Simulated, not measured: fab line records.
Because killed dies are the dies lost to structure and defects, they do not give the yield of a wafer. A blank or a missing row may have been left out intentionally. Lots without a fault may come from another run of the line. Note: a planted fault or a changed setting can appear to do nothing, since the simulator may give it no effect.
One fault through the eyes of 2 desks ; flow n5_finfet ; each desk holds nothing but its own numbers, with what lay behind them at the end

== FROM THE METROLOGY DESK ==
What the gauges read for every lot (on any tool): the sampled wafers with a number, averaged. Any lot whose mean is over 4 standard deviations away from the usual mean is out of limits and marked OUT; that distance is given in the brackets. Readings shown: 7 of its 10, picked as those furthest out on some lot.
Columns: A = DIBL_N at N5_BEOL_M4_RC_MEAS_101, usual 36.4 mV/V; B = IOFF_P at N5_BEOL_M4_RC_MEAS_101, usual 0.21 nA/um; C = ION_N at N5_BEOL_M4_RC_MEAS_101, usual 677 uA/um; D = ION_P at N5_BEOL_M4_RC_MEAS_101, usual 464 uA/um; E = SS_N at N5_BEOL_M4_RC_MEAS_101, usual 71.5 mV/dec; F = VT_N at N5_BEOL_M4_RC_MEAS_101, usual 250 mV; G = VT_P at N5_BEOL_M4_RC_MEAS_101, usual -251 mV
lot;first seen here;A;B;C;D;E;F;G
L664;day 7 22:41;34.7;0.18;679;469;70.4;252;-250
L671;day 10 14:57;37.6;0.24;666;457;71.3;252;-250
L676;day 11 23:21;37.4;0.24;679;468;72.1;250;-250
L679;day 12 01:52;35.2;0.16;669;448;71.2;256;-256
L678;day 12 11:19;37.3;0.22;677;462;71.3;250;-250
L683;day 13 10:42;39.9;0.26;688;467;72.1;244;-248
L686;day 14 07:36;33.6;0.13;653;445;71.3;254;-259
Result from this desk: across the 7 lots, nothing is out of limits.

== THE TOOL OWNER'S DESK: rie_diel-06 ==
The tool's own readings at N5_BEOL_M4_ETCH_41 (etches SiCN in CH3F/O2, target depth 29.9 nm, time 52.5 s): means of the sampled wafers that have a number, for each lot that ran on this tool. Any lot whose mean is over 4 standard deviations away from the usual mean is out of limits and marked OUT; that distance is given in the brackets.
Columns: A = drypump_motor_current_A at N5_BEOL_M4_ETCH_41, usual 5.6 A; B = oes_product_au at N5_BEOL_M4_ETCH_41, usual 0.82 a.u.; C = rf_vpp_V at N5_BEOL_M4_ETCH_41, usual 297.6 V; D = showerhead_plenum_p_Torr at N5_BEOL_M4_ETCH_41, usual 2.00 Torr; E = throttle_valve_pct at N5_BEOL_M4_ETCH_41, usual 16.19 %
lot;first seen here;A;B;C;D;E
L664;day 7 18:26;5.6;0.82;298.3;2.05;16.14
L676;day 11 18:11;5.8;1.04;298.9;2.02;16.20
L679;day 11 21:38;5.5;0.84;299.0;2.04;16.22
L678;day 12 05:40;6.1;0.95;299.2;2.06;16.16
Result from this desk: across the 4 lots, nothing is out of limits.

== BROUGHT TOGETHER ==
The metrology desk saw nothing out of limits.
The desk of the tool owner found nothing out of limits.

== WHAT THE SIMULATOR PUT IN ==
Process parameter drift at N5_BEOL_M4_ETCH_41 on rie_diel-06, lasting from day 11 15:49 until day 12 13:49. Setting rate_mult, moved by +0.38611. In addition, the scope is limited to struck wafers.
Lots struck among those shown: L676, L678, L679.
